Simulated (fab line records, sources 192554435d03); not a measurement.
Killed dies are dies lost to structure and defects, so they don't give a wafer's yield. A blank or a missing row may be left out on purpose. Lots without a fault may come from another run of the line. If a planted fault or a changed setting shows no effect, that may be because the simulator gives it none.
Matching of chambers :: flow n5-finfet :: N5_BEOL_M6_CMP_52 on cmp-02: 4 sister chambers
The step polishes, stops on SiCOH lowk, t overpolish 6.9 s, target thk 80 nm. 8 wafers are shown with their chamber, then 8 later ones without.

WAFERS PAIRED WITH THEIR CHAMBERS
wafer: L079.5
chamber: 1
motor-current-A (A): 5.1
time-to-endpoint-s (s): 61

wafer: L080.4
chamber: 0
motor-current-A (A): 5.9
time-to-endpoint-s (s): 67

wafer: L085.4
chamber: 3
motor-current-A (A): 6.2
time-to-endpoint-s (s): 66

wafer: L085.5
chamber: 2
motor-current-A (A): 6.2
time-to-endpoint-s (s): 63

wafer: L090.1
chamber: 3
motor-current-A (A): 6.3
time-to-endpoint-s (s): 65

wafer: L090.3
chamber: 1
motor-current-A (A): 5.1
time-to-endpoint-s (s): 60

wafer: L090.4
chamber: 2
motor-current-A (A): 6.4
time-to-endpoint-s (s): 60

wafer: L089.2
chamber: 0
motor-current-A (A): 5.8
time-to-endpoint-s (s): 62

WAFERS WITH NO CHAMBER GIVEN
wafer: L089.3
motor-current-A (A): 6.4
time-to-endpoint-s (s): 63

wafer: L089.4
motor-current-A (A): 6.5
time-to-endpoint-s (s): 61

wafer: L091.3
motor-current-A (A): 6.0
time-to-endpoint-s (s): 62

wafer: L091.4
motor-current-A (A): 6.1
time-to-endpoint-s (s): 57

wafer: L091.6
motor-current-A (A): 6.3
time-to-endpoint-s (s): 56

wafer: L094.2
motor-current-A (A): 5.0
time-to-endpoint-s (s): 62

wafer: L094.4
motor-current-A (A): 5.8
time-to-endpoint-s (s): 65

wafer: L094.6
motor-current-A (A): 6.1
time-to-endpoint-s (s): 59

CHAMBER TAKEN BY EACH
wafer: L089.3
from the rows above: can't be placed: 2 or 3
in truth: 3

wafer: L089.4
from the rows above: can't be placed: 2 or 3
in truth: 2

wafer: L091.3
from the rows above: can't be placed: 0 or 3 or 2
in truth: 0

wafer: L091.4
from the rows above: can't be placed: 2 or 3 or 0
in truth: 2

wafer: L091.6
from the rows above: can't be placed: 2 or 3
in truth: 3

wafer: L094.2
from the rows above: 1
in truth: 1

wafer: L094.4
from the rows above: 0
in truth: 0

wafer: L094.6
from the rows above: can't be placed: 2 or 3 or 0
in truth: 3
Correctly placed: 2 of 8. From these rows, 6 cannot be placed; in 6 the true chamber is one of the candidates. Placed wrongly: 0.
How it was worked out, from the rows above alone: a wafer's distance from a chamber is the root of the sum, over the readings, of the square of ((its reading less the chamber's mean) divided by the reading's scatter). The wafer belongs to the nearest chamber; if the next one is less than 2 further off, it can't be placed. Each chamber's mean is taken over the wafers shown for it. The scatter: take each reading less its chamber's mean, square it, sum over the shown wafers, divide by the number of wafers less the number of chambers, and take the root.
